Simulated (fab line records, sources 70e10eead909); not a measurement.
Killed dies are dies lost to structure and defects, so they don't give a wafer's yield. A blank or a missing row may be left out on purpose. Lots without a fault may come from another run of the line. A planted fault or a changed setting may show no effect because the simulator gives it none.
fab line records | flow nand_harc
record lots=24 wafers=72 last_day=25
route steps=1159 shown A_STAIRCASE@553
lots that met no fault: from a run of the same line without faults
start_h: hours from the record's first day to the start of the lot's first wafer shown | wait_h: hours since the lot's step before | " the same as in the row above | L1.1+2: a row that stands for several wafers | - no value, or no start given | * or withheld: withheld | < > ~ a bound
route shown NAME@n: a module of which the file shows steps, and the number in the route of the first | usual: mean/standard deviation of fault-free wafers | same: alike in all rows | chamber/n: place in a boat | sites: the reading at each site | _std_site: their standard deviation | _edge_site: outer sites' mean less inner sites' | radius_mm: how far each site lies from the wafer's centre | mask NAME#n: copy n | behind: the tool/chamber that last shaped the wafer | hold: why the lot was held/for how many hours/how that ended | device: the transistor (n, p or np) that didn't switch | end of line: the same wafers' tests at the end of the route | a step without rows: its recipe alone | killed: dies lost to structure and defects at the first sort, not the wafer's yield | map: a wafer's dies, x killed, . not, _ none there
set.NAME: the setting as run; set.NAME@STEP: as run at that earlier step | model.NAME: the simulator's own value behind a step, which no gauge read
steps of the route over a sample of lots; a table a step, a row a wafer
services: from which hour (start_h, from the record's first day; less than 0 if before it) a tool's chamber was out of use, for how many hours, and why
## steps
# step NHARC_A_STAIRCASE_ETCH_17
# recipe target_depth_a=1000 time_s=40.5 ion_energy_ev=400 c4f8_flow_sccm=20 o2_flow_sccm=10 ar_flow_sccm=withheld rf_w=600 bias_w=1000 chemistry=C4F8/O2
# usual oes_product_au=0.938/0.0098 rf_vpp_V=894/6
# columns lot.wafer tool chamber start_h wait_h oes_product_au rf_hours_counter_h rf_vpp_V
L074.1 rie_diel-13 1 - - 0.944 46 891
L074.3 " 3 " " 0.942 44 888
L074.6 " 2 " " 0.950 - 884
L075.3 rie_diel-01 3 - - 0.922 36 896
L075.2 " 0 " " 0.936 33 893
L075.6 " 0 " " 0.927 - 894
L076.4 rie_diel-01 1 - - 0.930 40 889
L076.1 " 2 " " 0.942 34 889
L076.5 " 0 " " 0.922 - 894
L077.1 rie_diel-01 0 - - 0.930 40 895
L077.6 " 2 " " 0.924 - 889
L077.5 " 3 " " 0.935 - 897
L078.1 rie_diel-01 1 - - 0.938 45 889
L078.6 " 1 " " 0.944 - 888
L078.4 " 3 " " 0.937 - 898
L079.1 rie_diel-06 0 - - 0.949 3 899
L079.4 " 3 " " 0.945 4 888
L079.6 " 0 " " 0.958 - 898
L081.3 rie_diel-06 0 - - 0.936 6 898
L081.1 " 1 " " 0.936 7 902
L081.4 " 2 " " 0.951 8 898
L080.4 rie_diel-01 3 - - 0.935 52 896
L080.2 " 0 " " 0.939 47 895
L080.6 " 1 " " 0.942 - 888
L082.4 rie_diel-06 3 - - 0.945 15 887
L082.2 " 0 " " 0.920 15 900
L082.1 " 1 " " 0.934 15 902
L083.3 rie_diel-13 1 - - 0.931 4 890
L083.1 " 3 " " 0.929 4 887
L083.6 " 2 " " 0.935 - 905
L084.3 rie_diel-13 1 - - 0.927 8 888
L084.5 " 3 " " 0.926 - 886
L084.6 " 0 " " 0.932 - 897
L085.4 rie_diel-06 2 - - 0.942 19 898
L085.3 " 3 " " 0.961 19 886
L085.5 " 0 " " 0.932 - 898
L087.2 rie_diel-06 0 - - 0.916 23 899
L087.1 " 2 " " 0.928 22 897
L087.6 " 0 " " 0.922 - 897
L086.1 rie_diel-13 3 - - 0.933 16 886
L086.4 " 0 " " 0.947 13 898
L086.6 " 2 " " 0.933 - 907
L088.1 rie_diel-13 1 - - 0.929 16 889
L088.3 " 2 " " 0.918 17 905
L088.5 " 1 " " 0.938 - 889
L089.1 rie_diel-13 3 - - 0.927 18 886
L089.2 " 0 " " 0.943 15 899
L089.5 " 3 " " 0.932 - 888
L090.4 rie_diel-06 1 - - 0.954 33 901
L090.2 " 2 " " 0.934 32 898
L090.1 " 3 " " 0.949 33 887
L091.3 rie_diel-13 2 - - 0.930 24 905
L091.4 " 3 " " 0.928 25 886
L091.1 " 0 " " 0.935 21 897
L092.1 rie_diel-13 1 - - 0.944 22 889
L092.6 " 3 " " 0.930 - 887
L092.5 " 0 " " 0.946 - 898
L093.2 rie_diel-01 0 - - 0.957 8 893
L093.3 " 1 " " 0.946 6 889
L093.1 " 3 " " 0.954 8 896
L094.4 rie_diel-06 1 - - 0.941 40 902
L094.3 " 3 " " 0.939 40 887
L094.6 " 1 " " 0.938 - 902
L095.2 rie_diel-01 2 - - 0.951 12 888
L095.1 " 1 " " 0.944 10 888
L095.6 " 3 " " 0.939 - 897
L096.2 rie_diel-13 1 - - 0.942 33 889
L096.4 " 3 " " 0.952 35 887
L096.5 " 0 " " 0.949 - 897
L097.3 rie_diel-01 0 - - 0.941 20 893
L097.1 " 2 " " 0.949 20 889
L097.6 " 1 " " 0.927 - 888
# step NHARC_A_STAIRCASE_ETCH_25
# recipe target_depth_a=1000 time_s=40.5 ion_energy_ev=400 c4f8_flow_sccm=20 o2_flow_sccm=10 ar_flow_sccm=withheld rf_w=600 bias_w=1000 chemistry=C4F8/O2
# usual oes_product_au=0.940/0.01 rf_vpp_V=894/5.9
# columns lot.wafer tool chamber start_h wait_h oes_product_au rf_hours_counter_h rf_vpp_V
L074.3 rie_diel-06 1 - - 0.934 48 902
L074.1 " 2 " " 0.930 63 900
L074.6 " 0 " " 0.944 - 899
L075.2 rie_diel-01 3 - - 0.918 36 898
L075.3 " 2 " " 0.934 28 890
L075.6 " 3 " " 0.924 - 897
L076.1 rie_diel-13 0 - - 0.922 51 897
L076.4 " 1 " " 0.944 52 889
L076.5 " 0 " " 0.926 - 897
L077.1 rie_diel-01 2 - - 0.955 35 889
L077.6 " 0 " " 0.947 - 894
L077.5 " 1 " " 0.945 - 887
L078.1 rie_diel-01 1 - - 0.932 46 889
L078.6 " 2 " " 0.933 - 888
L078.4 " 3 " " 0.924 - 899
L079.1 rie_diel-01 2 - - 0.940 42 888
L079.6 " 1 " " 0.932 - 889
L079.4 " 2 " " 0.927 - 891
L080.2 rie_diel-01 2 - - 0.930 45 890
L080.4 " 0 " " 0.939 47 894
L080.6 " 2 " " 0.936 - 890
L081.3 rie_diel-13 0 - - 0.929 59 897
L081.4 " 1 " " 0.935 58 890
L081.1 " 3 " " 0.950 59 887
L082.2 rie_diel-01 1 - - 0.939 55 889
L082.1 " 2 " " 0.958 51 890
L082.4 " 3 " " 0.927 59 896
L083.1 rie_diel-06 3 - - 0.944 16 887
L083.3 " 0 " " 0.934 17 899
L083.6 " 0 " " 0.936 - 898
L084.3 rie_diel-13 1 - - 0.945 9 890
L084.6 " 3 " " 0.938 - 887
L084.5 " 0 " " 0.941 - 899
L085.4 rie_diel-06 0 - - 0.945 20 899
L085.3 " 2 " " 0.938 20 899
L085.5 " 0 " " 0.945 - 900
L087.1 rie_diel-13 3 - - 0.929 14 888
L087.2 " 0 " " 0.939 12 896
L087.6 " 2 " " 0.951 - 905
L086.1 rie_diel-13 3 - - 0.929 17 887
L086.4 " 0 " " 0.931 14 897
L086.6 " 3 " " 0.937 - 886
L088.3 rie_diel-13 0 - - 0.921 16 897
L088.1 " 3 " " 0.907 19 888
L088.5 " 1 " " 0.928 - 889
L089.1 rie_diel-13 1 - - 0.929 18 887
L089.2 " 2 " " 0.932 19 905
L089.5 " 1 " " 0.940 - 887
L090.1 rie_diel-01 0 - - 0.953 4 893
L090.2 " 2 " " 0.940 5 889
L090.4 " 0 " " 0.955 - 896
L091.4 rie_diel-13 2 - - 0.943 24 906
L091.3 " 0 " " 0.958 21 897
L091.1 " 1 " " 0.950 23 890
L092.1 rie_diel-06 2 - - 0.949 33 898
L092.6 " 2 " " 0.945 - 897
L092.5 " 3 " " 0.943 - 887
L093.1 rie_diel-13 0 - - 0.953 26 896
L093.3 " 2 " " 0.947 29 906
L093.2 " 3 " " 0.927 30 886
L094.4 rie_diel-01 2 - - 0.953 11 888
L094.3 " 1 " " 0.955 9 887
L094.6 " 3 " " 0.947 - 895
L095.2 rie_diel-06 2 - - 0.953 41 898
L095.1 " 0 " " 0.935 42 898
L095.6 " 1 " " 0.947 - 901
L096.4 rie_diel-13 3 - - 0.942 36 886
L096.2 " 1 " " 0.938 34 889
L096.5 " 0 " " 0.936 - 897
L097.3 rie_diel-01 1 - - 0.943 19 888
L097.1 " 2 " " 0.938 21 888
L097.6 " 0 " " 0.948 - 893
# step NHARC_A_STAIRCASE_TRIM_220
# recipe time_s=211.2 o2_flow_sccm=500 ar_flow_sccm=0 bias_w=0 chemistry=O2
# usual drypump_motor_current_A=5.9/0.37 oes_product_au=0.998/0.0094 rf_vpp_V=57.6/0.93 showerhead_plenum_p_Torr=3.47/0.14 throttle_valve_pct=17.038/0.0088
# columns lot.wafer tool chamber start_h wait_h drypump_motor_current_A oes_product_au rf_hours_counter_h rf_vpp_V showerhead_plenum_p_Torr throttle_valve_pct
L074.3 rie_diel-01 2 243.24 0.1 5.8 1.001 32 57.1 3.35 17.049
L074.1 " 0 " " 5.7 0.999 37 58.8 3.48 17.044
L074.6 " 1 " " 5.6 1.001 - 56.8 3.33 17.053
L075.2 rie_diel-01 2 243.38 0.2 5.8 1.010 32 57.5 3.35 17.032
L075.3 " 0 " " 5.8 1.012 37 58.9 3.48 17.031
L075.6 " 2 " " 5.8 0.995 - 57.9 3.35 17.039
L076.1 rie_diel-01 3 255.53 0.1 6.0 0.986 45 57.7 3.55 17.034
L076.4 " 2 " " 5.8 1.001 38 57.8 3.35 17.051
L076.5 " 3 " " 6.0 0.977 - 58.0 3.55 17.037
L077.1 rie_diel-01 3 256.02 0.1 6.0 0.985 46 58.6 3.55 17.029
L077.6 " 2 " " 5.8 0.985 - 58.6 3.35 17.033
L077.5 " 3 " " 6.0 0.987 - 57.4 3.55 17.035
L078.4 rie_diel-01 1 269.87 0.1 5.6 0.989 48 57.9 3.32 17.041
L078.1 " 3 " " 6.0 0.996 50 56.3 3.55 17.035
L078.6 " 2 " " 5.8 0.996 - 55.8 3.35 17.044
L079.4 rie_diel-13 0 270.27 0.1 5.7 0.982 57 56.5 3.58 17.049
L079.1 " 2 " " 6.5 1.013 60 57.3 3.27 17.053
L079.6 " 1 " " 5.3 1.000 - 58.3 3.36 17.037
L081.1 rie_diel-06 3 283.58 0.3 6.2 1.015 11 57.2 3.29 17.049
L081.4 " 0 " " 5.9 0.986 11 57.7 3.61 17.032
L081.3 " 1 " " 6.6 1.002 12 59.3 3.69 17.033
L080.4 rie_diel-01 0 284.38 0.1 5.7 0.997 51 57.5 3.47 17.038
L080.2 " 1 " " 5.6 0.997 52 55.6 3.32 17.038
L080.6 " 1 " " 5.6 0.998 - 56.8 3.32 17.025
L082.1 rie_diel-01 3 298.02 0.1 6.0 0.979 60 57.3 3.54 17.034
L082.4 " 0 " " 5.8 1.001 55 57.3 3.47 17.036
L082.2 " 2 " " 5.8 0.995 53 57.1 3.34 17.049
L083.3 rie_diel-13 2 300.74 1.5 6.5 0.991 9 58.9 3.80 17.034
L083.1 " 3 " " 5.4 0.995 9 58.4 3.29 17.036
L083.6 " 2 " " 6.6 0.992 - 58.6 3.80 17.024
L084.3 rie_diel-01 0 310.26 0.1 5.8 1.000 60 58.3 3.47 17.045
L084.6 " 3 " " 6.0 0.986 - 58.4 3.54 17.038
L084.5 " 0 " " 5.8 1.000 - 57.9 3.47 17.040
L085.3 rie_diel-06 1 310.64 0.1 6.6 0.999 21 57.9 3.68 17.035
L085.4 " 0 " " 5.9 0.987 22 58.0 3.60 17.042
L085.5 " 2 " " 6.4 0.987 - 57.3 3.59 17.034
L087.1 rie_diel-06 2 319.68 0.1 6.4 0.996 24 57.7 3.59 17.029
L087.2 " 3 " " 6.2 0.999 25 56.3 3.28 17.027
L087.6 " 1 " " 6.6 1.001 - 59.5 3.68 17.041
L086.4 rie_diel-13 1 327.65 0.1 5.3 0.983 19 56.9 3.35 17.028
L086.1 " 2 " " 6.6 0.989 21 59.1 3.80 17.044
L086.6 " 1 " " 5.3 0.991 - 58.2 3.35 17.024
L088.3 rie_diel-06 1 330.68 0.1 6.6 1.005 30 58.7 3.68 17.027
L088.1 " 2 " " 6.4 0.987 30 57.6 3.59 17.037
L088.5 " 1 " " 6.5 1.002 - 58.7 3.68 17.030
L089.2 rie_diel-01 2 331.13 0.1 5.8 1.000 3 57.7 3.34 17.039
L089.1 " 3 " " 6.0 1.001 3 55.8 3.54 17.043
L089.5 " 2 " " 5.7 1.000 - 58.9 3.34 17.050
L090.4 rie_diel-06 3 342.39 0.1 6.3 0.991 36 58.9 3.28 17.031
L090.1 " 0 " " 5.9 0.992 36 58.1 3.59 17.026
L090.2 " 2 " " 6.4 0.985 35 58.4 3.58 17.024
L091.4 rie_diel-13 1 343.64 0.1 5.3 0.987 25 56.0 3.35 17.013
L091.3 " 2 " " 6.6 0.983 26 58.5 3.79 17.042
L091.1 " 0 " " 5.7 1.009 24 59.8 3.56 17.035
L092.1 rie_diel-13 2 344.03 0.1 6.6 1.014 26 58.2 3.79 17.039
L092.5 " 0 " " 5.7 1.011 - 58.7 3.56 17.027
L092.6 " 1 " " 5.3 1.003 - 57.1 3.35 17.044
L093.2 rie_diel-06 2 355.70 0.1 6.4 0.999 40 58.1 3.58 17.048
L093.1 " 3 " " 6.3 1.011 40 57.5 3.27 17.024
L093.3 " 0 " " 5.9 1.001 41 58.2 3.59 17.058
L094.3 rie_diel-13 0 361.16 0.1 5.7 0.997 29 57.4 3.56 17.028
L094.4 " 3 " " 5.5 0.974 33 57.3 3.28 17.049
L094.6 " 0 " " 5.6 1.011 - 57.3 3.56 17.025
L095.1 rie_diel-01 3 365.30 0.1 6.0 0.996 13 57.7 3.53 17.056
L095.2 " 0 " " 5.8 1.000 13 56.4 3.46 17.027
L095.6 " 0 " " 5.7 1.010 - 54.7 3.46 17.033
L096.2 rie_diel-01 1 375.78 0.1 5.6 1.008 15 57.9 3.31 17.029
L096.4 " 2 " " 5.8 1.017 18 58.8 3.33 17.027
L096.5 " 1 " " 5.6 0.998 - 57.7 3.31 17.033
L097.3 rie_diel-01 0 387.77 0.1 5.8 1.003 23 58.0 3.45 17.033
L097.1 " 1 " " 5.6 1.008 21 57.8 3.31 17.038
L097.6 " 3 " " 6.0 1.003 - 57.9 3.53 17.046
# step NHARC_A_STAIRCASE_TRIM_224
# recipe time_s=211.2 o2_flow_sccm=500 ar_flow_sccm=0 bias_w=0 chemistry=O2
# usual drypump_motor_current_A=5.9/0.35 oes_product_au=0.997/0.0092 rf_vpp_V=57.6/0.85 showerhead_plenum_p_Torr=3.46/0.14 throttle_valve_pct=17.036/0.0092
# columns lot.wafer tool chamber start_h wait_h drypump_motor_current_A oes_product_au rf_hours_counter_h rf_vpp_V showerhead_plenum_p_Torr throttle_valve_pct
L074.1 rie_diel-01 1 - - 5.6 0.978 39 57.2 3.33 17.046
L074.3 " 2 " " 5.8 0.996 33 55.8 3.35 17.025
L074.6 " 0 " " 5.8 1.004 - 58.6 3.48 17.034
L075.3 rie_diel-01 1 - - 5.6 1.005 39 58.5 3.33 17.028
L075.2 " 3 " " 6.0 0.993 40 58.1 3.56 17.031
L075.6 " 1 " " 5.6 0.989 - 56.8 3.33 17.034
L076.1 rie_diel-01 2 - - 5.8 1.000 39 56.0 3.35 17.036
L076.5 " 3 " " 6.0 0.993 - 57.8 3.55 17.028
L076.4 " 2 " " 5.8 0.990 - 57.6 3.35 17.028
L077.1 rie_diel-01 2 - - 5.8 1.000 39 57.3 3.35 17.027
L077.5 " 2 " " 5.8 0.997 - 56.6 3.35 17.045
L077.6 " 3 " " 6.0 0.997 - 59.2 3.55 17.035
L078.4 rie_diel-01 2 - - 5.7 1.000 43 58.2 3.35 17.036
L078.1 " 1 " " 5.6 0.992 48 58.4 3.32 17.026
L078.6 " 3 " " 6.0 0.993 - 57.2 3.55 17.029
L079.1 rie_diel-13 1 - - 5.3 0.995 57 56.6 3.36 17.035
L079.4 " 3 " " 5.4 0.993 57 58.5 3.29 17.042
L079.6 " 1 " " 5.3 0.981 - 57.1 3.36 17.032
L081.4 rie_diel-06 3 - - 6.3 1.014 11 58.1 3.29 17.041
L081.3 " 0 " " 5.9 0.987 12 58.0 3.61 17.049
L081.1 " 1 " " 6.6 0.998 13 59.2 3.69 17.040
L080.2 rie_diel-01 0 - - 5.8 0.994 51 57.9 3.47 17.032
L080.4 " 2 " " 5.8 1.005 48 58.7 3.35 17.029
L080.6 " 0 " " 5.8 0.999 - 56.8 3.47 17.033
L082.4 rie_diel-01 3 - - 6.0 0.996 61 56.8 3.54 17.049
L082.2 " 1 " " 5.6 0.996 57 59.1 3.32 17.025
L082.1 " 2 " " 5.8 1.010 53 57.2 3.34 17.035
L083.3 rie_diel-13 1 - - 5.3 0.993 8 59.1 3.35 17.035
L083.1 " 2 " " 6.5 0.995 10 59.0 3.80 17.043
L083.6 " 0 " " 5.6 0.994 - 58.1 3.57 17.072
L085.4 rie_diel-06 3 - - 6.3 0.997 21 57.3 3.28 17.044
L085.3 " 1 " " 6.6 0.994 22 59.0 3.68 17.020
L085.5 " 3 " " 6.3 0.997 - 58.5 3.28 17.036
L084.3 rie_diel-01 0 - - 5.7 0.977 62 57.7 3.47 17.028
L084.5 " 0 " " 5.7 0.982 - 58.1 3.47 17.039
L084.6 " 3 " " 6.0 0.984 - 57.8 3.54 17.033
L087.1 rie_diel-06 3 - - 6.3 0.992 25 55.3 3.28 17.019
L087.2 " 2 " " 6.4 0.993 25 56.8 3.59 17.033
L087.6 " 0 " " 5.9 0.982 - 58.6 3.60 17.035
L086.1 rie_diel-13 3 - - 5.4 0.996 22 57.6 3.28 17.038
L086.4 " 0 " " 5.6 1.003 19 57.3 3.57 17.032
L086.6 " 0 " " 5.6 1.005 - 57.4 3.57 17.037
L088.1 rie_diel-06 2 - - 6.4 1.000 31 57.6 3.59 17.032
L088.3 " 3 " " 6.3 1.005 32 57.2 3.28 17.044
L088.5 " 2 " " 6.4 1.002 - 58.0 3.59 17.012
L089.2 rie_diel-01 0 - - 5.8 1.012 3 57.7 3.46 17.051
L089.1 " 1 " " 5.6 1.003 3 57.2 3.32 17.032
L089.5 " 1 " " 5.6 1.014 - 57.2 3.32 17.037
L090.1 rie_diel-06 0 - - 5.9 0.990 37 56.8 3.59 17.045
L090.2 " 1 " " 6.5 1.001 36 58.0 3.67 17.046
L090.4 " 3 " " 6.3 0.998 36 56.5 3.28 17.034
L091.1 rie_diel-13 0 - - 5.7 0.999 24 57.6 3.56 17.052
L091.4 " 1 " " 5.3 1.004 25 57.4 3.34 17.039
L091.3 " 2 " " 6.5 1.004 27 58.8 3.79 17.055
L092.1 rie_diel-13 1 - - 5.3 0.996 25 58.0 3.35 17.034
L092.6 " 3 " " 5.4 0.978 - 56.6 3.28 17.034
L092.5 " 0 " " 5.6 0.996 - 57.9 3.56 17.029
L093.2 rie_diel-06 0 - - 5.9 0.999 41 56.8 3.59 17.048
L093.3 " 2 " " 6.4 1.001 40 58.6 3.58 17.027
L093.1 " 3 " " 6.3 1.002 40 57.8 3.27 17.035
L094.3 rie_diel-13 2 - - 6.5 1.000 33 58.0 3.79 17.036
L094.4 " 1 " " 5.3 1.007 31 57.0 3.34 17.024
L094.6 " 2 " " 6.5 0.999 - 58.7 3.79 17.026
L095.2 rie_diel-01 0 - - 5.8 1.011 13 59.0 3.46 17.035
L095.1 " 1 " " 5.6 1.003 12 57.4 3.31 17.026
L095.6 " 3 " " 6.0 0.994 - 56.8 3.53 17.038
L096.4 rie_diel-01 2 - - 5.8 1.013 18 56.4 3.33 17.051
L096.2 " 0 " " 5.8 1.013 18 58.3 3.46 17.033
L096.5 " 3 " " 6.0 0.999 - 57.4 3.53 17.040
L097.3 rie_diel-01 3 - - 6.0 1.005 24 58.1 3.53 17.037
L097.1 " 1 " " 5.6 1.009 21 56.2 3.31 17.027
L097.6 " 3 " " 6.0 1.004 - 57.0 3.53 17.031
# step NHARC_A_STAIRCASE_ETCH_225
# recipe target_depth_a=1000 time_s=40.5 ion_energy_ev=400 c4f8_flow_sccm=20 o2_flow_sccm=10 ar_flow_sccm=withheld rf_w=600 bias_w=1000 chemistry=C4F8/O2
# usual oes_product_au=0.940/0.013 rf_vpp_V=894/5.3
# columns lot.wafer tool chamber start_h wait_h oes_product_au rf_hours_counter_h rf_vpp_V
L074.3 rie_diel-01 2 - - 0.936 33 890
L074.1 " 3 " " 0.919 40 896
L074.6 " 3 " " 0.919 - 897
L075.2 rie_diel-01 1 - - 0.917 39 887
L075.3 " 3 " " 0.916 40 898
L075.6 " 2 " " 0.929 - 888
L076.1 rie_diel-01 3 - - 0.921 46 896
L076.4 " 3 " " 0.917 - 895
L076.5 " 0 " " 0.929 - 894
L077.1 rie_diel-01 3 - - 0.939 46 897
L077.5 " 0 " " 0.943 - 894
L077.6 " 3 " " 0.935 - 898
L078.1 rie_diel-01 2 - - 0.944 43 889
L078.4 " 3 " " 0.933 51 896
L078.6 " 0 " " 0.929 - 896
L079.1 rie_diel-13 1 - - 0.926 57 888
L079.4 " 3 " " 0.950 57 886
L079.6 " 0 " " 0.929 - 898
L081.4 rie_diel-06 0 - - 0.947 12 898
L081.1 " 1 " " 0.948 13 903
L081.3 " 2 " " 0.958 13 900
L080.2 rie_diel-01 3 - - 0.921 55 895
L080.4 " 2 " " 0.948 48 888
L080.6 " 0 " " 0.930 - 893
L082.4 rie_diel-01 0 - - 0.934 56 893
L082.2 " 1 " " 0.954 57 888
L082.1 " 2 " " 0.958 53 890
L083.3 rie_diel-13 2 - - 0.938 10 904
L083.1 " 3 " " 0.921 9 887
L083.6 " 2 " " 0.932 - 906
L085.4 rie_diel-06 1 - - 0.958 22 901
L085.3 " 3 " " 0.941 21 886
L085.5 " 2 " " 0.939 - 898
L084.3 rie_diel-01 3 - - 0.935 67 897
L084.5 " 0 " " 0.923 - 893
L084.6 " 3 " " 0.932 - 898
L087.2 rie_diel-06 3 - - 0.936 26 887
L087.1 " 0 " " 0.925 26 897
L087.6 " 2 " " 0.939 - 899
L086.1 rie_diel-13 0 - - 0.947 19 897
L086.4 " 2 " " 0.947 21 906
L086.6 " 3 " " 0.940 - 887
L088.3 rie_diel-06 3 - - 0.936 32 886
L088.1 " 1 " " 0.927 31 902
L088.5 " 0 " " 0.922 - 898
L089.2 rie_diel-01 0 - - 0.964 3 894
L089.1 " 3 " " 0.959 3 897
L089.5 " 1 " " 0.952 - 890
L090.4 rie_diel-06 3 - - 0.952 36 886
L090.1 " 0 " " 0.931 37 899
L090.2 " 1 " " 0.949 36 901
L091.4 rie_diel-13 3 - - 0.930 28 887
L091.1 " 0 " " 0.948 24 898
L091.3 " 2 " " 0.929 27 906
L092.1 rie_diel-13 3 - - 0.910 28 887
L092.5 " 3 " " 0.916 - 888
L092.6 " 0 " " 0.947 - 897
L093.1 rie_diel-06 2 - - 0.920 40 897
L093.2 " 3 " " 0.945 40 888
L093.3 " 0 " " 0.935 41 898
L094.4 rie_diel-13 0 - - 0.946 30 896
L094.3 " 2 " " 0.933 33 905
L094.6 " 3 " " 0.922 - 887
L095.1 rie_diel-01 2 - - 0.946 14 887
L095.2 " 3 " " 0.936 15 896
L095.6 " 1 " " 0.944 - 888
L096.4 rie_diel-01 1 - - 0.949 16 889
L096.2 " 3 " " 0.957 19 897
L096.5 " 0 " " 0.975 - 893
L097.1 rie_diel-01 1 - - 0.963 21 889
L097.3 " 3 " " 0.941 24 895
L097.6 " 1 " " 0.957 - 888
# step NHARC_A_STAIRCASE_DESCUM_252
# recipe time_s=3 o2_flow_sccm=200 ar_flow_sccm=0 bias_power_w=0 chemistry=O2
# usual drypump_motor_current_A=5.8/0.42 oes_product_au=0.997/0.0095 rf_vpp_V=57.6/0.84 showerhead_plenum_p_Torr=1.88/0.094 throttle_valve_pct=11.311/0.0089
# columns lot.wafer tool chamber start_h wait_h drypump_motor_current_A oes_product_au rf_hours_counter_h rf_vpp_V showerhead_plenum_p_Torr throttle_valve_pct
L074.1 rie_diel-13 1 248.10 - 5.3 0.996 52 56.9 1.82 11.308
L074.3 " 3 " " 5.4 0.988 51 56.8 1.78 11.290
L074.6 " 0 " " 5.7 0.987 - 57.6 1.94 11.299
L075.2 rie_diel-13 0 248.50 - 5.7 0.985 51 58.1 1.95 11.324
L075.3 " 1 " " 5.3 0.994 52 58.0 1.82 11.295
L075.6 " 0 " " 5.7 0.974 - 57.3 1.94 11.320
L076.1 rie_diel-13 1 259.41 - 5.3 1.012 55 58.7 1.82 11.309
L076.4 " 2 " " 6.5 1.001 58 56.6 1.76 11.313
L076.5 " 0 " " 5.7 0.981 - 57.5 1.94 11.305
L077.1 rie_diel-01 2 259.96 - 5.8 0.992 40 57.2 1.81 11.311
L077.6 " 0 " " 5.8 1.004 - 58.5 1.88 11.308
L077.5 " 1 " " 5.6 1.003 - 57.4 1.80 11.312
L078.1 rie_diel-06 0 273.56 - 5.9 0.987 6 58.1 1.96 11.305
L078.4 " 1 " " 6.5 1.004 7 57.5 2.01 11.320
L078.6 " 1 " " 6.5 0.999 - 58.4 2.01 11.313
L079.1 rie_diel-06 3 274.00 - 6.3 1.024 7 55.6 1.78 11.310
L079.4 " 2 " " 6.5 1.005 8 57.9 1.96 11.312
L079.6 " 3 " " 6.3 1.025 - 57.1 1.77 11.299
L081.3 rie_diel-01 1 289.40 - 5.6 0.996 54 58.0 1.79 11.313
L081.1 " 2 " " 5.8 1.002 50 56.1 1.81 11.315
L081.4 " 3 " " 6.0 0.983 58 58.5 1.92 11.311
L080.4 rie_diel-01 0 289.71 - 5.8 1.007 53 58.0 1.88 11.312
L080.2 " 1 " " 5.6 0.986 54 58.0 1.79 11.312
L080.6 " 1 " " 5.6 0.982 - 58.5 1.79 11.327
L082.1 rie_diel-13 3 303.38 - 5.4 0.989 10 56.5 1.77 11.320
L082.4 " 0 " " 5.7 1.007 8 59.0 1.94 11.320
L082.2 " 2 " " 6.6 1.001 10 59.1 2.07 11.312
L083.1 rie_diel-01 1 304.90 - 5.6 0.995 60 57.3 1.79 11.308
L083.3 " 2 " " 5.8 0.997 56 58.6 1.81 11.321
L083.6 " 2 " " 5.8 1.006 - 57.3 1.80 11.313
L085.4 rie_diel-06 0 315.02 - 5.9 0.986 24 58.0 1.95 11.315
L085.3 " 1 " " 6.6 1.007 24 56.7 2.00 11.298
L085.5 " 3 " " 6.3 0.998 - 57.4 1.77 11.305
L084.3 rie_diel-13 1 316.19 - 5.3 1.006 13 57.5 1.81 11.306
L084.5 " 0 " " 5.6 1.010 - 58.0 1.94 11.319
L084.6 " 1 " " 5.3 0.998 - 56.8 1.81 11.294
L087.1 rie_diel-13 2 324.34 - 6.5 0.999 18 58.1 2.07 11.324
L087.2 " 3 " " 5.4 0.997 19 57.2 1.77 11.311
L087.6 " 1 " " 5.3 1.007 - 56.6 1.81 11.310
L086.4 rie_diel-06 1 331.88 - 6.5 1.000 31 58.4 2.00 11.310
L086.1 " 2 " " 6.4 0.974 31 56.1 1.95 11.297
L086.6 " 3 " " 6.3 0.997 - 56.1 1.77 11.328
L088.1 rie_diel-13 3 334.60 - 5.4 0.982 24 58.3 1.77 11.306
L088.3 " 1 " " 5.3 0.998 21 56.3 1.81 11.315
L088.5 " 3 " " 5.4 1.009 - 57.6 1.77 11.313
L089.2 rie_diel-13 2 334.97 - 6.5 1.006 23 57.0 2.07 11.301
L089.1 " 0 " " 5.6 1.004 20 57.1 1.94 11.302
L089.5 " 2 " " 6.5 1.003 - 57.2 2.07 11.308
L090.2 rie_diel-01 1 345.99 - 5.6 1.009 6 57.4 1.79 11.310
L090.4 " 2 " " 5.8 0.998 7 58.9 1.80 11.312
L090.1 " 0 " " 5.8 1.006 7 57.7 1.87 11.308
L091.1 rie_diel-06 3 347.26 - 6.3 0.990 37 57.1 1.77 11.321
L091.4 " 0 " " 5.9 0.992 38 57.6 1.95 11.319
L091.3 " 1 " " 6.5 0.993 37 57.8 2.00 11.324
L092.1 rie_diel-13 3 347.87 - 5.4 0.974 29 57.1 1.77 11.317
L092.6 " 3 " " 5.4 0.988 - 58.6 1.77 11.309
L092.5 " 0 " " 5.6 1.005 - 59.4 1.93 11.311
L093.3 rie_diel-13 3 360.05 - 5.4 0.980 33 57.4 1.77 11.322
L093.1 " 0 " " 5.6 1.005 29 56.7 1.93 11.293
L093.2 " 2 " " 6.5 0.992 32 57.6 2.07 11.323
L094.3 rie_diel-06 2 365.46 - 6.4 0.998 43 59.3 1.94 11.313
L094.6 " 2 " " 6.4 0.986 - 57.9 1.94 11.305
L094.4 " 0 " " 5.9 0.992 - 58.4 1.95 11.306
L095.2 rie_diel-01 3 371.70 - 6.0 1.002 18 58.2 1.91 11.293
L095.1 " 1 " " 5.6 0.997 14 58.2 1.79 11.298
L095.6 " 0 " " 5.8 1.011 - 57.6 1.87 11.291
L096.4 rie_diel-13 0 379.53 - 5.6 1.015 36 56.7 1.93 11.313
L096.2 " 3 " " 5.4 0.997 40 57.8 1.76 11.311
L096.5 " 0 " " 5.6 1.012 - 57.5 1.93 11.310
L097.1 rie_diel-13 3 393.40 - 5.4 0.990 46 57.6 1.76 11.295
L097.3 " 0 " " 5.6 1.010 43 58.0 1.93 11.295
L097.6 " 0 " " 5.7 1.010 - 56.8 1.93 11.299
## services
# columns tool chamber start_h hours kind
rie_diel-01 0 220.35 - clean
rie_diel-01 1 220.35 - clean
rie_diel-01 2 220.35 - clean
rie_diel-01 3 220.35 - clean
rie_diel-06 - 241.27 9.0 pm
rie_diel-01 0 244.88 - clean
rie_diel-01 1 244.88 - clean
rie_diel-01 2 244.88 - clean
rie_diel-01 3 244.88 - clean
rie_diel-01 1 255.60 2.0 repair
rie_diel-01 0 260.84 5.2 repair
rie_diel-01 0 269.38 - clean
rie_diel-01 1 269.38 - clean
rie_diel-01 2 269.38 - clean
rie_diel-01 3 269.38 - clean
rie_diel-13 - 276.08 9.0 pm
rie_diel-01 0 293.91 - clean
rie_diel-01 1 293.91 - clean
rie_diel-06 - 296.99 3.5 repair
rie_diel-01 1 308.71 14.6 repair
rie_diel-13 2 309.80 3.9 repair
rie_diel-01 - 315.40 9.0 pm
rie_diel-01 1 333.90 6.0 repair
rie_diel-06 3 359.28 27.0 repair
## key
fault none
